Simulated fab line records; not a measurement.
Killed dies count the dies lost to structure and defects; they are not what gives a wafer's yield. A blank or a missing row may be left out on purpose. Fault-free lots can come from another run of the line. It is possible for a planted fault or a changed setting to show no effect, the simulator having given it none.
fab line records    flow n5_finfet
record lots=7  wafers=21
route steps=1938 shown BEOL_M1@789 BEOL_M2@860 BEOL_M3@931 BEOL_M4@1025
start_h: start of the lot's first displayed wafer, in hours after the record's first day    wait_h: hours since the lot's step before    " the same as in the row above    L1.1+2: a row that stands for several wafers    - no value present, or no start provided    * or withheld: withheld    < > ~ a bound
route shown NAME@n: NAME is a module with steps in the file, n the number in the route of the first one    usual: mean/standard deviation of fault-free wafers    same: alike in all rows    chamber/n: place in a boat    sites: readings site by site    _std_site: the values' standard deviation    _edge_site: the outer-site mean with the inner-site mean subtracted    radius_mm: how far each site lies from the wafer's centre    mask NAME#n: copy n    behind: the tool/chamber that last shaped the wafer    hold: reason for holding the lot/hours on hold/outcome of the hold    device: the n, p or np transistor that did not switch    end of line: at the end of the route, the tests of the same wafers    for a step that has no rows: nothing shown but its recipe    killed: dies that structure and defects cost at the first sort, which is not the same as the wafer's yield    map: per-die view of a wafer (x killed, . not killed, _ where there is no die)
set.NAME: the run value of the setting; set.NAME@STEP: its run value at that earlier step    model.NAME: the simulator's own value behind a step, which no gauge read
lots whose settings were changed on purpose; a table a step, a row a wafer
## steps
# step N5_BEOL_M1_DESCUM_33
# recipe chemistry=O2  time_s=7  source_power_w=50  bias_power_w=20  pressure_mtorr=20  rf_frequency_hz=2.712e+07  temp_c=40  resist=CAR-EUV  o2_flow_sccm=225
lot.wafer   tool         chamber  start_h  wait_h  set.time_s  model.CAR-EUV_of_BEOL_M1_COAT_22.thk_nm
L075.3+6    rie_diel-02  0        125.46   0.0     8.128       25.4
L075.4      "            2        "        "       7           25.8
L076.3+5+6  rie_diel-05  3,1,0    132.12   0.1     7           26.2
L077.1      rie_diel-01  1        140.19   0.1     5.958       26.6
L077.2+3    "            0,2      "        "       7           26.2
L080.2      rie_diel-01  1        155.35   0.0     5.548       26.8
L080.3+5    "            0,3      "        "       7           26
L081.3+6    rie_diel-05  3,0      164.48   0.0     7           25.8
L081.5      "            1        "        "       7           26
L083.1+3    rie_diel-02  3,1      181.65   0.1     8.041       25.4
L083.4      "            0        "        "       7           26
L093.1      rie_diel-02  0        234.00   0.0     8.04        25.6
L093.4      "            2        "        "       7           26.2
L093.5      "            3        "        "       7           26
# step N5_BEOL_M1_ETCH_77
# recipe chemistry=N2/H2  target=underlayer  target_depth_a=65  mask_material=CAR-EUV  time_s=5.2  ion_energy_ev=200  pressure_mtorr=30  source_w=840  bias_w=150  n2_flow_sccm=200  h2_flow_sccm=200  ends=cleared
lot.wafer   tool         chamber  start_h  wait_h  set.time_s@BEOL_M1_DESCUM_33  model.CAR-EUV_of_BEOL_M1_COAT_22.thk_nm
L075.3+6    rie_diel-02  0        125.50   0.0     8.128                         19.6
L075.4      "            2        "        "       7                             20.2
L076.3+5+6  rie_diel-05  3,1,0    132.15   0.0     7                             20.4
L077.1      rie_diel-01  1        140.22   0.0     5.958                         21
L077.2      "            0        "        "       7                             20.4
L077.3      "            2        "        "       7                             20.6
L080.2      rie_diel-01  1        155.39   0.0     5.548                         21
L080.3+5    "            0,3      "        "       7                             20.4
L081.3+5+6  rie_diel-05  3,1,0    164.52   0.0     7                             20.2
L083.1+3    rie_diel-02  3,1      181.68   0.0     8.041                         19.8
L083.4      "            0        "        "       7                             20.2
L093.1      rie_diel-02  0        234.03   0.0     8.04                          19.8
L093.4+5    "            2,3      "        "       7                             20.4
# step N5_BEOL_M1_ETCH_69
# recipe chemistry=CF4  target=SiARC  target_depth_a=156  mask_material=CAR-EUV  time_s=26  ion_energy_ev=80  pressure_mtorr=40  source_w=545  bias_w=36  Ar_flow_sccm=100  cf4_flow_sccm=100  ends=cleared
lot.wafer   tool         chamber  start_h  wait_h  set.time_s@BEOL_M1_DESCUM_33  model.CAR-EUV_of_BEOL_M1_COAT_22.thk_nm
L075.3+6    rie_diel-02  0        125.51   0.0     8.128                         10.4
L075.4      "            2        "        "       7                             11
L076.3+5+6  rie_diel-05  3,1,0    132.17   0.0     7                             11.2
L077.1      rie_diel-01  1        140.24   0.0     5.958                         11.6
L077.2+3    "            0,2      "        "       7                             11.2
L080.2      rie_diel-01  1        155.41   0.0     5.548                         11.8
L080.3+5    "            0,3      "        "       7                             11.2
L081.3+5    rie_diel-05  3,1      164.53   0.0     7                             11
L081.6      "            0        "        "       7                             10.8
L083.1+3    rie_diel-02  3,1      181.70   0.0     8.041                         10.6
L083.4      "            0        "        "       7                             11
L093.1      rie_diel-02  0        234.05   0.0     8.04                          10.6
L093.4      "            2        "        "       7                             11.2
L093.5      "            3        "        "       7                             11
# step N5_BEOL_M1_ALD_98
# recipe material=SiO2  target_thk_a=25  temp_c=100  ald_precursor_family=BDEAS  ald_co_reactant=O2-plasma  pulse_time_s=1  co_reactant_pulse_time_s=1  purge_time_s=2  co_reactant_purge_time_s=2  ald_cycles=17  pressure_torr=2
# step N5_BEOL_M1_ETCHBACK_99
# recipe chemistry=CHF3  target=SiO2  target_depth_a=50  time_s=10.4  source_w=215  bias_w=47  Ar_flow_sccm=200  CHF3_flow_sccm=12  ion_energy_ev=100  pressure_mtorr=30
lot.wafer   tool         chamber  start_h  wait_h  set.time_s@BEOL_M1_DESCUM_33  model.CAR-EUV_of_BEOL_M1_COAT_22.thk_nm
L075.3+6    rie_diel-01  0,1      128.64   3.0     8.128                         9.8
L075.4      "            2        "        "       7                             10.2
L076.3      rie_diel-01  2        132.42   0.1     7                             10.6
L076.5+6    "            0,3      "        "       7                             10.4
L077.1      rie_diel-05  0        149.01   8.6     5.958                         11
L077.2      "            3        "        "       7                             10.4
L077.3      "            2        "        "       7                             10.6
L080.2      rie_diel-02  0        163.86   8.3     5.548                         11.2
L080.3+5    "            2        "        "       7                             10.4
L081.3+5+6  rie_diel-01  0,2,3    166.31   0.8     7                             10.2
L083.1+3    rie_diel-02  3,2      181.99   0.1     8.041                         9.8
L083.4      "            0        "        "       7                             10.4
L093.1      rie_diel-02  2        237.13   2.9     8.04                          9.8
L093.4+5    "            1        "        "       7                             10.4
# step N5_BEOL_M2_ETCH_64
# recipe chemistry=N2/H2  target=SOC  target_depth_a=750  overetch_a=225  mask_material=SiARC  temp_c=40  time_s=121.9  ion_energy_ev=200  pressure_mtorr=30  source_w=840  bias_w=150  n2_flow_sccm=200  h2_flow_sccm=200
# usual rf_vpp_V=524.4/2.5
lot.wafer  tool         chamber  start_h  wait_h  set.source_w  rf_vpp_V  model.SiARC_of_BEOL_M2_COAT_62.thk_nm
L075.3     rie_diel-06  1        134.24   0.0     840           519.7     6.2
L075.4     "            2        "        "       959.8         498.8     5.8
L075.6     "            2        "        "       959.8         499.2     5.8
L076.3     rie_diel-03  2        138.91   0.0     840           529.9     6.2
L076.5     "            0        "        "       840           523.7     6.4
L076.6     "            3        "        "       840           525.7     6.4
L077.1     rie_diel-03  0        156.62   0.0     840           521.3     6.4
L077.2     "            2        "        "       840           528.5     6.4
L077.3     "            1        "        "       745.3         545.5     7
L080.2     rie_diel-04  3        171.74   0.0     957.2         501.3     5.8
L080.3     "            1        "        "       957.2         504.4     5.8
L080.5     "            2        "        "       957.2         503.6     5.8
L081.3     rie_diel-04  0        175.15   0.0     840           527.3     6.2
L081.5     "            0        "        "       840           527.5     6.2
L081.6     "            1        "        "       840           526.8     6.2
L083.1     rie_diel-04  2        188.78   0.0     759.5         541.4     6.6
L083.3     "            0        "        "       840           527.9     6.2
L083.4     "            2        "        "       840           525.0     6.2
L093.1     rie_diel-06  0        245.71   0.0     710.3         552.2     7
L093.4     "            2        "        "       840           522.4     6.4
L093.5     "            1        "        "       710.3         550.4     6.8
# step N5_BEOL_M2_COAT_67
# recipe resist=SOC  temp_c=250  time_s=60  spin_rpm=1500  resist_thk_nm=60
lot.wafer  tool            chamber  start_h  wait_h  set.spin_rpm  model.SOC_of_BEOL_M2_COAT_67.thk_nm
L075.3     litho_track-02  0        134.63   0.0     1388          62.6
L075.4     "               0        "        "       1500          60.2
L075.6     "               0        "        "       1500          60.6
L076.3     litho_track-05  0        139.31   0.0     1606          58
L076.5+6   "               0        "        "       1500          60
L077.1     litho_track-05  0        157.01   0.0     1500          60.2
L077.2+3   "               0        "        "       1500          60
L080.2+5   litho_track-02  0        172.22   0.0     1500          60.2
L080.3     "               0        "        "       1426          61.8
L081.3+5   litho_track-05  0        175.63   0.0     1500          60
L081.6     "               0        "        "       1500          59.8
L083.1     litho_track-02  0        189.17   0.0     1500          60.4
L083.3     "               0        "        "       1406          62.2
L083.4     "               0        "        "       1406          62.4
L093.1+4   litho_track-05  0        246.18   0.0     1500          60
L093.5     "               0        "        "       1500          60.2
# step N5_BEOL_M2_COAT_68
# recipe resist=SiARC  temp_c=220  time_s=60  spin_rpm=1500  resist_thk_nm=12
# step N5_BEOL_M2_COAT_76
# recipe resist=underlayer  temp_c=205  time_s=60  spin_rpm=1500  resist_thk_nm=5
# step N5_BEOL_M2_ALD_98
# recipe material=SiO2  target_thk_a=25  temp_c=100  ald_precursor_family=BDEAS  ald_co_reactant=O2-plasma  pulse_time_s=1  co_reactant_pulse_time_s=1  purge_time_s=2  co_reactant_purge_time_s=2  ald_cycles=17  pressure_torr=2
# step N5_BEOL_M2_ETCHBACK_99
# recipe chemistry=CHF3  target=SiO2  target_depth_a=50  time_s=10.4  source_w=215  bias_w=47  Ar_flow_sccm=200  CHF3_flow_sccm=12  ion_energy_ev=100  pressure_mtorr=30
# step N5_BEOL_M2_ETCH_70
# recipe chemistry=N2/H2  target=SOC  target_depth_a=800  overetch_a=240  mask_material=SiARC  temp_c=40  time_s=130  ion_energy_ev=200  pressure_mtorr=30  source_w=840  bias_w=150  n2_flow_sccm=200  h2_flow_sccm=200
lot.wafer  tool         chamber  start_h  wait_h  set.spin_rpm@BEOL_M2_COAT_67  model.etch.depth_nm
L075.3     rie_diel-03  2        141.19   0.0     1388                          62.68
L075.4     "            0        "        "       1500                          60.17
L075.6     "            0        "        "       1500                          60.53
L076.3     rie_diel-06  3        148.06   0.0     1606                          58.05
L076.5     "            1        "        "       1500                          59.93
L076.6     "            2        "        "       1500                          60.03
L077.1     rie_diel-04  2        158.77   0.0     1500                          60.12
L077.2     "            3        "        "       1500                          59.91
L077.3     "            0        "        "       1500                          59.99
L080.2     rie_diel-04  0        174.23   0.0     1500                          60.3
L080.3     "            2        "        "       1426                          61.89
L080.5     "            3        "        "       1500                          60.21
L081.3     rie_diel-04  3        182.36   0.0     1500                          60.01
L081.5     "            0        "        "       1500                          59.95
L081.6     "            1        "        "       1500                          59.84
L083.1     rie_diel-03  1        191.27   0.0     1500                          60.46
L083.3     "            2        "        "       1406                          62.25
L083.4     "            0        "        "       1406                          62.35
L093.1+4   rie_diel-04  0,1      250.37   0.0     1500                          60.06
L093.5     "            0        "        "       1500                          60.18
# step N5_BEOL_M3_ILD_DEP_00
# recipe material=SiOC  target_thk_a=790  temp_c=350  precursor=DEMS/O2  pressure_torr=5  rf_w=500  time_s=15.3
lot.wafer  tool      chamber  start_h  wait_h  set.time_s  model.SiOC_of_BEOL_M3_ILD_DEP_00.thk_nm
L075.3     pecvd-04  2        146.13   0.0     15.3        77.4
L075.4     "         0        "        "       15.3        78.2
L075.6     "         2        "        "       15.3        78.4
L076.3     pecvd-03  2        152.78   0.0     15.3        79.4
L076.5     "         0        "        "       15.3        80
L076.6     "         1        "        "       15.3        79.2
L077.1     pecvd-02  1        163.31   0.0     15.3        79.2
L077.2     "         2        "        "       15.91       80.8
L077.3     "         0        "        "       15.3        79
L080.2     pecvd-04  1        178.55   0.0     15.3        78.4
L080.3     "         2        "        "       15.3        78.6
L080.5     "         2        "        "       13.65       70
L081.3     pecvd-02  2        189.72   0.0     15.3        78.8
L081.5     "         1        "        "       15.3        79.4
L081.6     "         2        "        "       15.3        78.6
L083.1     pecvd-04  2        195.58   0.0     15.3        77.6
L083.3     "         1        "        "       13.06       66.8
L083.4     "         0        "        "       15.3        79.4
L093.1     pecvd-03  0        254.98   0.0     15.3        78.2
L093.4     "         1        "        "       15.3        79
L093.5     "         0        "        "       15.3        79.2
# step N5_BEOL_M3_THK_MEAS_01
# recipe reads=SiOC_of_BEOL_M3_ILD_DEP_00
# usual M3_ILD_THK=78.9/0.95
lot.wafer  tool           chamber  start_h  wait_h  set.time_s@BEOL_M3_ILD_DEP_00  M3_ILD_THK[nm]
L075.3     film_metro-01  -        146.20   0.1     15.3                           77.5
L075.4     "              -        "        "       15.3                           78.2
L075.6     "              -        "        "       15.3                           78.4
L076.3     film_metro-01  -        152.84   0.1     15.3                           79.5
L076.5     "              -        "        "       15.3                           80.0
L076.6     "              -        "        "       15.3                           79.3
L077.1     film_metro-01  -        163.38   0.0     15.3                           79.3
L077.2     "              -        "        "       15.91                          80.8
L077.3     "              -        "        "       15.3                           79.0
L080.2     film_metro-01  -        178.62   0.1     15.3                           78.4
L080.3     "              -        "        "       15.3                           78.6
L080.5     "              -        "        "       13.65                          70.0
L081.3     film_metro-01  -        189.79   0.1     15.3                           78.8
L081.5     "              -        "        "       15.3                           79.4
L081.6     "              -        "        "       15.3                           78.6
L083.1     film_metro-02  -        195.64   0.0     15.3                           77.6
L083.3     "              -        "        "       13.06                          66.7
L083.4     "              -        "        "       15.3                           79.5
L093.1     film_metro-02  -        255.04   0.0     15.3                           78.1
L093.4     "              -        "        "       15.3                           79.0
L093.5     "              -        "        "       15.3                           79.1
# step N5_BEOL_M3_HM_DEP_02
# recipe material=TiN  target_thk_a=200  temp_c=25  chamber_pressure_pa=0.49996
lot.wafer   tool            chamber  start_h  wait_h  set.target_thk_a  model.TiN_of_BEOL_M3_HM_DEP_02.thk_nm
L075.3+4+6  pvd_sputter-01  -        147.80   1.5     200               19.8
L076.3+5+6  pvd_sputter-01  -        153.48   0.6     200               19.8
L077.1+3    pvd_sputter-01  -        164.24   0.8     200               20.2
L077.2      "               -        "        "       200               20.4
L080.2      pvd_sputter-01  -        180.14   1.5     200               20
L080.3+5    "               -        "        "       177.2             17.8
L081.3      pvd_sputter-01  -        191.00   1.2     200               19.6
L081.5+6    "               -        "        "       200               19.8
L083.1+3    pvd_sputter-03  -        196.60   0.9     200               20.2
L083.4      "               -        "        "       210.3             21.2
L093.1+4    pvd_sputter-03  -        255.19   0.1     200               20.2
L093.5      "               -        "        "       175.3             17.8
# step N5_BEOL_M3_COAT_61
# recipe resist=SOC  temp_c=250  time_s=60  spin_rpm=1500  resist_thk_nm=60
# step N5_BEOL_M3_COAT_62
# recipe resist=SiARC  temp_c=220  time_s=60  spin_rpm=1500  resist_thk_nm=12
# step N5_BEOL_M3_STRIP_75
# recipe chemistry=N2/H2  temp_c=40  n2_flow_sccm=200  h2_flow_sccm=200  rf_frequency_hz=6e+07
# step N5_BEOL_M3_STRIP_66
# recipe chemistry=CF4  resist=SiARC  power_w=300  bias_power_w=75  pressure_mtorr=50  cf4_flow_sccm=150  rf_frequency_hz=6e+07
# step N5_BEOL_M3_HM_OPEN_17
# recipe chemistry=Cl2/BCl3  target_depth_a=200  overetch_a=60  target=TiN  mask_material=SOC  ion_energy_ev=150  pressure_mtorr=10  icp_w=1000  bias_w=126  Cl2_flow_sccm=53.25  bcl3_flow_sccm=21.75  Ar_flow_sccm=25
lot.wafer  tool          chamber  start_h  wait_h  set.target_thk_a@BEOL_M3_HM_DEP_02  model.etch.depth_nm
L075.3+4   rie_metal-02  0,1      148.81   0.1     200                                 19.82
L075.6     "             0        "        "       200                                 19.89
L076.3     rie_metal-02  0        154.27   0.1     200                                 19.89
L076.5     "             0        "        "       200                                 19.81
L076.6     "             1        "        "       200                                 19.83
L077.1     rie_metal-02  0        165.00   0.0     200                                 20.24
L077.2     "             1        "        "       200                                 20.35
L077.3     "             1        "        "       200                                 20.23
L080.2     rie_metal-02  1        180.91   0.0     200                                 19.94
L080.3     "             0        "        "       177.2                               17.71
L080.5     "             1        "        "       177.2                               17.7
L081.3     rie_metal-01  0        192.09   0.1     200                                 19.65
L081.5     "             1        "        "       200                                 19.75
L081.6     "             0        "        "       200                                 19.74
L083.1     rie_metal-01  1        197.49   0.0     200                                 20.15
L083.3     "             0        "        "       200                                 20.22
L083.4     "             1        "        "       210.3                               21.29
L093.1     rie_metal-01  1        255.95   0.0     200                                 20.22
L093.4     "             1        "        "       200                                 20.17
L093.5     "             1        "        "       175.3                               17.7
# step N5_BEOL_M3_STRIP_19
# recipe chemistry=O2  power_w=400  temp_c=40  pressure_mtorr=30  rf_frequency_hz=6e+07  bias_power_w=0  overash_fraction=0.2  o2_flow_sccm=225
# step N5_BEOL_M3_STRIP_83
# recipe chemistry=C4F6/O2  resist=SiARC  rf_frequency_hz=6e+07
# step N5_BEOL_M3_STRIP_36
# recipe chemistry=N2/H2  power_w=450  temp_c=40  pressure_mtorr=20  rf_frequency_hz=6e+07  overash_fraction=0.3  bias_power_w=7  h2_frac=0.5  n2_flow_sccm=200  h2_flow_sccm=200
# step N5_BEOL_M3_TRENCH_ETCH_37
# recipe chemistry=C4F6/O2  target_depth_a=555.55  target=SiOC  time_s=29.2  ion_energy_ev=250  pressure_mtorr=30  source_w=355  bias_w=185  Ar_flow_sccm=300  C4F6_flow_sccm=10  O2_flow_sccm=10
lot.wafer  tool         chamber  start_h  wait_h  set.target_thk_a@BEOL_M3_HM_DEP_02  model.TiN_of_BEOL_M3_HM_DEP_02.thk_nm
L075.3     rie_diel-02  1        -        -       200                                 17.4
L075.4+6   "            3,0      "        "       200                                 17.6
L076.3     rie_diel-05  2        -        -       200                                 17.6
L076.5+6   "            1,0      "        "       200                                 17.4
L077.1+2   rie_diel-05  3,1      -        -       200                                 18
L077.3     "            0        "        "       200                                 17.8
L080.2     rie_diel-02  1        -        -       200                                 17.6
L080.3     "            2        "        "       177.2                               15.2
L080.5     "            0        "        "       177.2                               15.4
L081.3     rie_diel-02  2        -        -       200                                 17.2
L081.5+6   "            1,0      "        "       200                                 17.4
L083.1+3   rie_diel-02  3,0      -        -       200                                 17.8
L083.4     "            1        "        "       210.3                               19
L093.1+4   rie_diel-02  0,1      -        -       200                                 17.8
L093.5     "            0        "        "       175.3                               15.4
# step N5_BEOL_M4_COAT_61
# recipe resist=SOC  temp_c=250  time_s=60  spin_rpm=1500  resist_thk_nm=60
lot.wafer  tool            chamber  start_h  wait_h  set.spin_rpm  model.SOC_of_BEOL_M4_COAT_61.thk_nm
L075.3+4   litho_track-02  0        164.18   0.1     1500          60.2
L075.6     "               0        "        "       1500          60
L076.3     litho_track-03  0        165.24   0.1     1500          60.2
L076.5     "               0        "        "       1500          60.4
L076.6     "               0        "        "       1637          57.8
L077.1     litho_track-05  0        177.83   0.1     1604          58
L077.2+3   "               0        "        "       1604          57.8
L080.2     litho_track-05  0        191.61   0.1     1605          58
L080.3     "               0        "        "       1500          60
L080.5     "               0        "        "       1605          57.8
L081.3+5   litho_track-03  0        202.02   0.1     1500          60.2
L081.6     "               0        "        "       1500          60.4
L083.1     litho_track-03  0        208.38   0.1     1500          60.2
L083.3+4   "               0        "        "       1500          60
L093.1     litho_track-05  0        265.48   0.1     1500          60
L093.4     "               0        "        "       1342          63.6
L093.5     "               0        "        "       1500          60.2
## key
split step=N5_BEOL_M1_DESCUM_33  setting=time_s  stated=7  by=wafer
response step=N5_BEOL_M1_DESCUM_33  reading=model.CAR-EUV_of_BEOL_M1_COAT_22.thk_nm  change=-0.0335  per=1%  r=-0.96
response step=N5_BEOL_M1_ETCH_77  reading=model.CAR-EUV_of_BEOL_M1_COAT_22.thk_nm  change=-0.0328  per=1%  r=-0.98
response step=N5_BEOL_M1_ETCH_69  reading=model.CAR-EUV_of_BEOL_M1_COAT_22.thk_nm  change=-0.0306  per=1%  r=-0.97
response step=N5_BEOL_M1_ETCHBACK_99  reading=model.CAR-EUV_of_BEOL_M1_COAT_22.thk_nm  change=-0.0357  per=1%  r=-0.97
split step=N5_BEOL_M2_ETCH_64  setting=source_w  stated=840  by=wafer
response step=N5_BEOL_M2_ETCH_64  reading=rf_vpp_V  change=-1.69  per=1%  r=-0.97
response step=N5_BEOL_M2_ETCH_64  reading=model.SiARC_of_BEOL_M2_COAT_62.thk_nm  change=-0.0364  per=1%  r=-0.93
split step=N5_BEOL_M2_COAT_67  setting=spin_rpm  stated=1500  by=wafer
response step=N5_BEOL_M2_COAT_67  reading=model.SOC_of_BEOL_M2_COAT_67.thk_nm  change=-0.297  per=1%  r=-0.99
response step=N5_BEOL_M2_ETCH_70  reading=model.etch.depth_nm  change=-0.3  per=1%  r=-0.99
split step=N5_BEOL_M3_ILD_DEP_00  setting=time_s  stated=15.3  by=wafer
response step=N5_BEOL_M3_ILD_DEP_00  reading=model.SiOC_of_BEOL_M3_ILD_DEP_00.thk_nm  change=+0.778  per=1%  r=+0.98
response step=N5_BEOL_M3_THK_MEAS_01  reading=M3_ILD_THK  change=+0.786  per=1%  r=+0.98
split step=N5_BEOL_M3_HM_DEP_02  setting=target_thk_a  stated=200  by=wafer
response step=N5_BEOL_M3_HM_DEP_02  reading=model.TiN_of_BEOL_M3_HM_DEP_02.thk_nm  change=+0.194  per=1%  r=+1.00
response step=N5_BEOL_M3_HM_OPEN_17  reading=model.etch.depth_nm  change=+0.2  per=1%  r=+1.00
response step=N5_BEOL_M3_TRENCH_ETCH_37  reading=model.TiN_of_BEOL_M3_HM_DEP_02.thk_nm  change=+0.201  per=1%  r=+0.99
split step=N5_BEOL_M4_COAT_61  setting=spin_rpm  stated=1500  by=wafer
response step=N5_BEOL_M4_COAT_61  reading=model.SOC_of_BEOL_M4_COAT_61.thk_nm  change=-0.306  per=1%  r=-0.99
